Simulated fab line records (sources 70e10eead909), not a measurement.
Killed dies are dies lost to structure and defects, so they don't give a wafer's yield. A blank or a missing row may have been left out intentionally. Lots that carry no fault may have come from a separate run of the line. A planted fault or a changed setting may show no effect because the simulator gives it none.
What tool caused it? / flow nandHarc / 24 lots, 72 wafers sampled, at 5 steps of a route of 1302

== WHAT THE GAUGES SHOWED, per wafer ==
NHARC_A_CONTACT_INSPECT_71.
lot=L074; measured=day 21 16:37; on=defectInspect-02; rawDefectCount=67 71 81
lot=L075; measured=day 22 13:13; on=defectInspect-01; rawDefectCount=169 146 160
lot=L076; measured=day 22 13:46; on=defectInspect-02; rawDefectCount=21 21 13
lot=L077; measured=day 23 05:19; on=defectInspect-02; rawDefectCount=99 112 96
lot=L078; measured=day 23 12:15; on=defectInspect-02; rawDefectCount=54 57 49
lot=L079; measured=day 24 16:19; on=defectInspect-02; rawDefectCount=97 86 102
lot=L080; measured=day 24 19:23; on=defectInspect-01; rawDefectCount=125 97 127
lot=L081; measured=day 25 08:12; on=defectInspect-02; rawDefectCount=65 63 75
lot=L082; measured=day 25 08:21; on=defectInspect-02; rawDefectCount=121 128 103
lot=L083; measured=day 26 03:01; on=defectInspect-02; rawDefectCount=140 142 138
lot=L084; measured=day 26 08:26; on=defectInspect-01; rawDefectCount=49 70 65
lot=L085; measured=day 26 09:31; on=defectInspect-02; rawDefectCount=100 87 96
lot=L086; measured=day 26 16:20; on=defectInspect-01; rawDefectCount=14 15 14
lot=L087; measured=day 27 05:41; on=defectInspect-01; rawDefectCount=99 101 71
lot=L088; measured=day 27 21:35; on=defectInspect-02; rawDefectCount=88 101 95
lot=L089; measured=day 28 01:32; on=defectInspect-01; rawDefectCount=100 94 96
lot=L090; measured=day 28 04:47; on=defectInspect-02; rawDefectCount=23 27 27
lot=L091; measured=day 29 20:01; on=defectInspect-02; rawDefectCount=117 117 113
lot=L092; measured=day 29 20:37; on=defectInspect-02; rawDefectCount=83 84 71
lot=L093; measured=day 30 03:29; on=defectInspect-01; rawDefectCount=35 35 31
lot=L094; measured=day 30 03:37; on=defectInspect-01; rawDefectCount=54 72 82
lot=L095; measured=day 30 23:14; on=defectInspect-02; rawDefectCount=13 21 18
lot=L097; measured=day 31 12:26; on=defectInspect-02; rawDefectCount=108 92 95
lot=L096; measured=day 31 15:37; on=defectInspect-01; rawDefectCount=58 52 52

== WHICH TOOL RAN EACH LOT (tool, then ch and the chambers of the sampled wafers, then the start) ==
lot=L074; NHARC_A_CONTACT_ETCH_111=harCapEtch-03 ch 0,1, day 21 05:10; NHARC_A_CONTACT_ETCH_114=harCapEtch-03 ch 0,1, day 21 05:41; NHARC_A_CONTACT_ETCH_96=rieDiel-04 ch 1,2,3, day 21 15:46 or earlier; NHARC_A_CONTACT_DEP_58=pecvd-02 ch 0,1, day 21 15:46
lot=L075; NHARC_A_CONTACT_ETCH_111=harCapEtch-02 ch 0,1, day 22 05:01; NHARC_A_CONTACT_ETCH_114=harCapEtch-02 ch 0,1, day 22 05:33; NHARC_A_CONTACT_ETCH_96=rieDiel-08 ch 0,1, day 22 12:30 or earlier; NHARC_A_CONTACT_DEP_58=pecvd-02 ch 1,2, day 22 12:30
lot=L076; NHARC_A_CONTACT_ETCH_111=harCapEtch-03 ch 0,1, day 22 05:20; NHARC_A_CONTACT_ETCH_114=harCapEtch-03 ch 0,1, day 22 05:53; NHARC_A_CONTACT_ETCH_96=rieDiel-07 ch 0,1, day 22 12:56 or earlier; NHARC_A_CONTACT_DEP_58=pecvd-01 ch 0,1,2, day 22 12:56
lot=L077; NHARC_A_CONTACT_ETCH_111=harCapEtch-03 ch 0,1, day 22 17:41; NHARC_A_CONTACT_ETCH_114=harCapEtch-03 ch 0,1, day 22 18:14; NHARC_A_CONTACT_ETCH_96=rieDiel-04 ch 0,1, day 23 04:39 or earlier; NHARC_A_CONTACT_DEP_58=pecvd-03 ch 1,2, day 23 04:39
lot=L078; NHARC_A_CONTACT_ETCH_111=harCapEtch-03 ch 0,1, day 23 04:01; NHARC_A_CONTACT_ETCH_114=harCapEtch-03 ch 0,1, day 23 04:32; NHARC_A_CONTACT_ETCH_96=rieDiel-07 ch 2,3, day 23 11:26 or earlier; NHARC_A_CONTACT_DEP_58=pecvd-02 ch 0,1,2, day 23 11:26
lot=L079; NHARC_A_CONTACT_ETCH_111=harCapEtch-01 ch 0,1, day 24 02:56; NHARC_A_CONTACT_ETCH_114=harCapEtch-01 ch 0,1, day 24 03:27; NHARC_A_CONTACT_ETCH_96=rieDiel-04 ch 1,2,3, day 24 06:16; NHARC_A_CONTACT_DEP_58=pecvd-03 ch 0,2, day 24 15:31
lot=L080; NHARC_A_CONTACT_ETCH_111=harCapEtch-03 ch 0,1, day 24 06:24; NHARC_A_CONTACT_ETCH_114=harCapEtch-03 ch 0,1, day 24 06:56; NHARC_A_CONTACT_ETCH_96=rieDiel-08 ch 0,2, day 24 18:40 or earlier; NHARC_A_CONTACT_DEP_58=pecvd-03 ch 0,2, day 24 18:40
lot=L081; NHARC_A_CONTACT_ETCH_111=harCapEtch-03 ch 1, day 24 21:27; NHARC_A_CONTACT_ETCH_114=harCapEtch-03 ch 1, day 24 22:04; NHARC_A_CONTACT_ETCH_96=rieDiel-08 ch 0,2, day 25 07:21 or earlier; NHARC_A_CONTACT_DEP_58=pecvd-02 ch 0,2, day 25 07:21
lot=L082; NHARC_A_CONTACT_ETCH_111=harCapEtch-02 ch 0,1, day 24 22:17; NHARC_A_CONTACT_ETCH_114=harCapEtch-02 ch 0,1, day 24 22:49; NHARC_A_CONTACT_ETCH_96=rieDiel-07 ch 0,2,3, day 25 07:28 or earlier; NHARC_A_CONTACT_DEP_58=pecvd-01 ch 0,1,2, day 25 07:28
lot=L083; NHARC_A_CONTACT_ETCH_111=harCapEtch-02 ch 0,1, day 25 14:56; NHARC_A_CONTACT_ETCH_114=harCapEtch-02 ch 0,1, day 25 15:29; NHARC_A_CONTACT_ETCH_96=rieDiel-08 ch 1,2, day 26 02:13 or earlier; NHARC_A_CONTACT_DEP_58=pecvd-02 ch 0,2, day 26 02:13
lot=L084; NHARC_A_CONTACT_ETCH_111=harCapEtch-02 ch 0,1, day 25 23:08; NHARC_A_CONTACT_ETCH_114=harCapEtch-02 ch 0,1, day 25 23:40; NHARC_A_CONTACT_ETCH_96=rieDiel-08 ch 0,2, day 26 07:35 or earlier; NHARC_A_CONTACT_DEP_58=pecvd-01 ch 0,1,2, day 26 07:35
lot=L085; NHARC_A_CONTACT_ETCH_111=harCapEtch-03 ch 0,1, day 25 23:59; NHARC_A_CONTACT_ETCH_114=harCapEtch-03 ch 0,1, day 26 00:31; NHARC_A_CONTACT_ETCH_96=rieDiel-04 ch 0,1, day 26 03:13; NHARC_A_CONTACT_DEP_58=pecvd-01 ch 0,2, day 26 08:43
lot=L086; NHARC_A_CONTACT_ETCH_111=harCapEtch-02 ch 0,1, day 26 07:09; NHARC_A_CONTACT_ETCH_114=harCapEtch-02 ch 0,1, day 26 07:41; NHARC_A_CONTACT_ETCH_96=rieDiel-04 ch 1,2, day 26 15:31 or earlier; NHARC_A_CONTACT_DEP_58=pecvd-02 ch 0,1, day 26 15:31
lot=L087; NHARC_A_CONTACT_ETCH_111=harCapEtch-02 ch 0,1, day 26 21:15; NHARC_A_CONTACT_ETCH_114=harCapEtch-02 ch 0,1, day 26 21:47; NHARC_A_CONTACT_ETCH_96=rieDiel-08 ch 0,1,3, day 27 04:53 or earlier; NHARC_A_CONTACT_DEP_58=pecvd-02 ch 0,1,2, day 27 04:53
lot=L088; NHARC_A_CONTACT_ETCH_111=harCapEtch-02 ch 0,1, day 27 10:35; NHARC_A_CONTACT_ETCH_114=harCapEtch-02 ch 0,1, day 27 11:07; NHARC_A_CONTACT_ETCH_96=rieDiel-08 ch 1,2,3, day 27 13:45; NHARC_A_CONTACT_DEP_58=pecvd-01 ch 0,1,2, day 27 20:49
lot=L089; NHARC_A_CONTACT_ETCH_111=harCapEtch-01 ch 0,1, day 27 17:13; NHARC_A_CONTACT_ETCH_114=harCapEtch-01 ch 0,1, day 27 17:46; NHARC_A_CONTACT_ETCH_96=rieDiel-07 ch 0,2,3, day 28 00:42 or earlier; NHARC_A_CONTACT_DEP_58=pecvd-01 ch 1,2, day 28 00:42
lot=L090; NHARC_A_CONTACT_ETCH_111=harCapEtch-02 ch 0,1, day 27 20:34; NHARC_A_CONTACT_ETCH_114=harCapEtch-02 ch 0,1, day 27 21:06; NHARC_A_CONTACT_ETCH_96=rieDiel-08 ch 0,2,3, day 28 03:59 or earlier; NHARC_A_CONTACT_DEP_58=pecvd-02 ch 1,2, day 28 03:59
lot=L091; NHARC_A_CONTACT_ETCH_111=harCapEtch-01 ch 0,1, day 29 09:00; NHARC_A_CONTACT_ETCH_114=harCapEtch-01 ch 0,1, day 29 09:32; NHARC_A_CONTACT_ETCH_96=rieDiel-08 ch 1,2,3, day 29 19:13 or earlier; NHARC_A_CONTACT_DEP_58=pecvd-01 ch 1,2, day 29 19:13
lot=L092; NHARC_A_CONTACT_ETCH_111=harCapEtch-03 ch 0,1, day 29 10:08; NHARC_A_CONTACT_ETCH_114=harCapEtch-03 ch 0,1, day 29 10:41; NHARC_A_CONTACT_ETCH_96=rieDiel-08 ch 0,2,3, day 29 19:44 or earlier; NHARC_A_CONTACT_DEP_58=pecvd-01 ch 0,1,2, day 29 19:44
lot=L093; NHARC_A_CONTACT_ETCH_111=harCapEtch-02 ch 0,1, day 29 19:13; NHARC_A_CONTACT_ETCH_114=harCapEtch-02 ch 0,1, day 29 19:46; NHARC_A_CONTACT_ETCH_96=rieDiel-07 ch 1,2,3, day 30 02:41 or earlier; NHARC_A_CONTACT_DEP_58=pecvd-01 ch 0,2, day 30 02:41
lot=L094; NHARC_A_CONTACT_ETCH_111=harCapEtch-01 ch 0,1, day 29 19:28; NHARC_A_CONTACT_ETCH_114=harCapEtch-01 ch 0,1, day 29 20:00; NHARC_A_CONTACT_ETCH_96=rieDiel-08 ch 0,1, day 30 02:57 or earlier; NHARC_A_CONTACT_DEP_58=pecvd-02 ch 0,1, day 30 02:57
lot=L095; NHARC_A_CONTACT_ETCH_111=harCapEtch-01 ch 1, day 30 14:58; NHARC_A_CONTACT_ETCH_114=harCapEtch-01 ch 1, day 30 15:30; NHARC_A_CONTACT_ETCH_96=rieDiel-08 ch 0,1,2, day 30 22:25 or earlier; NHARC_A_CONTACT_DEP_58=pecvd-01 ch 0,1,2, day 30 22:25
lot=L097; NHARC_A_CONTACT_ETCH_111=harCapEtch-02 ch 0,1, day 31 03:24; NHARC_A_CONTACT_ETCH_114=harCapEtch-02 ch 0,1, day 31 03:56; NHARC_A_CONTACT_ETCH_96=rieDiel-04 ch 1,3, day 31 06:37; NHARC_A_CONTACT_DEP_58=pecvd-01 ch 1,2, day 31 11:35
lot=L096; NHARC_A_CONTACT_ETCH_111=harCapEtch-01 ch 0,1, day 31 06:36; NHARC_A_CONTACT_ETCH_114=harCapEtch-01 ch 0,1, day 31 07:08; NHARC_A_CONTACT_ETCH_96=rieDiel-07 ch 0,1,2, day 31 14:46 or earlier; NHARC_A_CONTACT_DEP_58=pecvd-02 ch 0,1,2, day 31 14:46
- NHARC_A_CONTACT_ETCH_111: etches the open film in C4F8/O2/Ar, time 140 s, target depth 700 nm.
- NHARC_A_CONTACT_ETCH_114: etches the open film in C4F8/O2/Ar, time 190 s, target depth 1850 nm.
- NHARC_A_CONTACT_ETCH_96: etches the open film in C4F6/O2, target depth 20 nm, time 10 s.
- NHARC_A_CONTACT_DEP_58: deposits SiON, target thk 90 nm.

== AS READ BY THE TOOLS THEMSELVES (means over the sampled wafers that have a number; for cases with no such wafer, the mark the record gives instead) ==
NHARC_A_CONTACT_ETCH_96.
lot=L074; tool=rieDiel-04; drypumpMotorCurrentA (A)=5.6; mfcArSccm (sccm)=499.1; oesProductAu (a.u.)=0.948; rfVppV (V)=549; showerheadPlenumPTorr (Torr)=4.01; throttleValvePct (%)=26.901
lot=L075; tool=rieDiel-08; drypumpMotorCurrentA (A)=6.1; mfcArSccm (sccm)=497.9; oesProductAu (a.u.)=0.990; rfVppV (V)=549; showerheadPlenumPTorr (Torr)=3.99; throttleValvePct (%)=26.899
lot=L076; tool=rieDiel-07; drypumpMotorCurrentA (A)=5.7; mfcArSccm (sccm)=500.0; oesProductAu (a.u.)=0.957; rfVppV (V)=550; showerheadPlenumPTorr (Torr)=4.11; throttleValvePct (%)=26.904
lot=L077; tool=rieDiel-04; drypumpMotorCurrentA (A)=5.7; mfcArSccm (sccm)=500.4; oesProductAu (a.u.)=0.954; rfVppV (V)=551; showerheadPlenumPTorr (Torr)=4.11; throttleValvePct (%)=26.909
lot=L078; tool=rieDiel-07; drypumpMotorCurrentA (A)=5.3; mfcArSccm (sccm)=499.0; oesProductAu (a.u.)=0.938; rfVppV (V)=550; showerheadPlenumPTorr (Torr)=4.02; throttleValvePct (%)=26.910
lot=L079; tool=rieDiel-04; drypumpMotorCurrentA (A)=5.6; mfcArSccm (sccm)=500.2; oesProductAu (a.u.)=0.968; rfVppV (V)=548; showerheadPlenumPTorr (Torr)=3.99; throttleValvePct (%)=26.903
lot=L080; tool=rieDiel-08; drypumpMotorCurrentA (A)=5.9; mfcArSccm (sccm)=499.3; oesProductAu (a.u.)=0.946; rfVppV (V)=545; showerheadPlenumPTorr (Torr)=3.87; throttleValvePct (%)=26.905
lot=L081; tool=rieDiel-08; drypumpMotorCurrentA (A)=5.9; mfcArSccm (sccm)=500.0; oesProductAu (a.u.)=1.000; rfVppV (V)=546; showerheadPlenumPTorr (Torr)=3.87; throttleValvePct (%)=26.903
lot=L082; tool=rieDiel-07; drypumpMotorCurrentA (A)=5.3; mfcArSccm (sccm)=499.2; oesProductAu (a.u.)=1.002; rfVppV (V)=548; showerheadPlenumPTorr (Torr)=3.97; throttleValvePct (%)=26.903
lot=L083; tool=rieDiel-08; drypumpMotorCurrentA (A)=5.6; mfcArSccm (sccm)=499.5; oesProductAu (a.u.)=0.990; rfVppV (V)=547; showerheadPlenumPTorr (Torr)=3.91; throttleValvePct (%)=26.916
lot=L084; tool=rieDiel-08; drypumpMotorCurrentA (A)=6.3; mfcArSccm (sccm)=499.6; oesProductAu (a.u.)=0.943; rfVppV (V)=547; showerheadPlenumPTorr (Torr)=3.93; throttleValvePct (%)=26.895
lot=L085; tool=rieDiel-04; drypumpMotorCurrentA (A)=5.6; mfcArSccm (sccm)=499.3; oesProductAu (a.u.)=0.995; rfVppV (V)=550; showerheadPlenumPTorr (Torr)=4.09; throttleValvePct (%)=26.903
lot=L086; tool=rieDiel-04; drypumpMotorCurrentA (A)=5.6; mfcArSccm (sccm)=499.3; oesProductAu (a.u.)=0.930; rfVppV (V)=548; showerheadPlenumPTorr (Torr)=3.98; throttleValvePct (%)=26.907
lot=L087; tool=rieDiel-08; drypumpMotorCurrentA (A)=6.0; mfcArSccm (sccm)=500.1; oesProductAu (a.u.)=1.006; rfVppV (V)=547; showerheadPlenumPTorr (Torr)=3.90; throttleValvePct (%)=26.901
lot=L088; tool=rieDiel-08; drypumpMotorCurrentA (A)=5.5; mfcArSccm (sccm)=500.4; oesProductAu (a.u.)=0.952; rfVppV (V)=545; showerheadPlenumPTorr (Torr)=3.82; throttleValvePct (%)=26.908
lot=L089; tool=rieDiel-07; drypumpMotorCurrentA (A)=5.3; mfcArSccm (sccm)=497.5; oesProductAu (a.u.)=0.940; rfVppV (V)=547; showerheadPlenumPTorr (Torr)=3.95; throttleValvePct (%)=26.900
lot=L090; tool=rieDiel-08; drypumpMotorCurrentA (A)=5.9; mfcArSccm (sccm)=499.4; oesProductAu (a.u.)=0.980; rfVppV (V)=545; showerheadPlenumPTorr (Torr)=3.84; throttleValvePct (%)=26.896
lot=L091; tool=rieDiel-08; drypumpMotorCurrentA (A)=5.5; mfcArSccm (sccm)=498.4; oesProductAu (a.u.)=0.943; rfVppV (V)=545; showerheadPlenumPTorr (Torr)=3.82; throttleValvePct (%)=26.900
lot=L092; tool=rieDiel-08; drypumpMotorCurrentA (A)=5.8; mfcArSccm (sccm)=499.9; oesProductAu (a.u.)=1.002; rfVppV (V)=544; showerheadPlenumPTorr (Torr)=3.84; throttleValvePct (%)=26.906
lot=L093; tool=rieDiel-07; drypumpMotorCurrentA (A)=5.5; mfcArSccm (sccm)=500.0; oesProductAu (a.u.)=0.998; rfVppV (V)=549; showerheadPlenumPTorr (Torr)=3.99; throttleValvePct (%)=26.902
lot=L094; tool=rieDiel-08; drypumpMotorCurrentA (A)=6.5; mfcArSccm (sccm)=500.4; oesProductAu (a.u.)=1.005; rfVppV (V)=548; showerheadPlenumPTorr (Torr)=3.99; throttleValvePct (%)=26.896
lot=L095; tool=rieDiel-08; drypumpMotorCurrentA (A)=6.0; mfcArSccm (sccm)=500.0; oesProductAu (a.u.)=0.948; rfVppV (V)=546; showerheadPlenumPTorr (Torr)=3.91; throttleValvePct (%)=26.904
lot=L097; tool=rieDiel-04; drypumpMotorCurrentA (A)=5.5; mfcArSccm (sccm)=499.0; oesProductAu (a.u.)=1.001; rfVppV (V)=549; showerheadPlenumPTorr (Torr)=4.01; throttleValvePct (%)=26.898
lot=L096; tool=rieDiel-07; drypumpMotorCurrentA (A)=5.4; mfcArSccm (sccm)=500.4; oesProductAu (a.u.)=0.972; rfVppV (V)=548; showerheadPlenumPTorr (Torr)=3.94; throttleValvePct (%)=26.898

NHARC_A_CONTACT_DEP_58.
lot=L074; tool=pecvd-02; heaterPowerW (W)=819
lot=L075; tool=pecvd-02; heaterPowerW (W)=748
lot=L076; tool=pecvd-01; heaterPowerW (W)=772
lot=L077; tool=pecvd-03; heaterPowerW (W)=680
lot=L078; tool=pecvd-02; heaterPowerW (W)=705
lot=L079; tool=pecvd-03; heaterPowerW (W)=716
lot=L080; tool=pecvd-03; heaterPowerW (W)=643
lot=L081; tool=pecvd-02; heaterPowerW (W)=734
lot=L082; tool=pecvd-01; heaterPowerW (W)=766
lot=L083; tool=pecvd-02; heaterPowerW (W)=767
lot=L084; tool=pecvd-01; heaterPowerW (W)=742
lot=L085; tool=pecvd-01; heaterPowerW (W)=748
lot=L086; tool=pecvd-02; heaterPowerW (W)=796
lot=L087; tool=pecvd-02; heaterPowerW (W)=735
lot=L088; tool=pecvd-01; heaterPowerW (W)=718
lot=L089; tool=pecvd-01; heaterPowerW (W)=785
lot=L090; tool=pecvd-02; heaterPowerW (W)=810
lot=L091; tool=pecvd-01; heaterPowerW (W)=683
lot=L092; tool=pecvd-01; heaterPowerW (W)=728
lot=L093; tool=pecvd-01; heaterPowerW (W)=698
lot=L094; tool=pecvd-02; heaterPowerW (W)=764
lot=L095; tool=pecvd-01; heaterPowerW (W)=797
lot=L097; tool=pecvd-01; heaterPowerW (W)=643
lot=L096; tool=pecvd-02; heaterPowerW (W)=752

== THE ANSWER, worked out from the rows above alone ==
Rule: the usual values come from the lots themselves. The widest of any qualifying gaps counts: lots, ordered by their means at a reading, are off when they make up no more than a third of the lots, leave a main group of 4 or more, and stand apart from it by 3 or more times the standard deviation of that group's means. If all means in a main group match to the digits the tables above print for the reading, that group is not used. Also off: a lot with no number at a reading for which 4 or more lots have one. Where the step has rows for the other lots, those lots are counted as sound. The gauges are gone through in route order, then the tools' own readings, and for those a lot's mean is taken as printed above. The first step at which some lot is off is used, and at that step the reading that is off furthest; a lot without a number counts as furthest.
No lot is off on any of the readings shown, so nothing can be concluded from this.

== WHAT HAD BEEN PUT IN BY THE SIMULATOR ==
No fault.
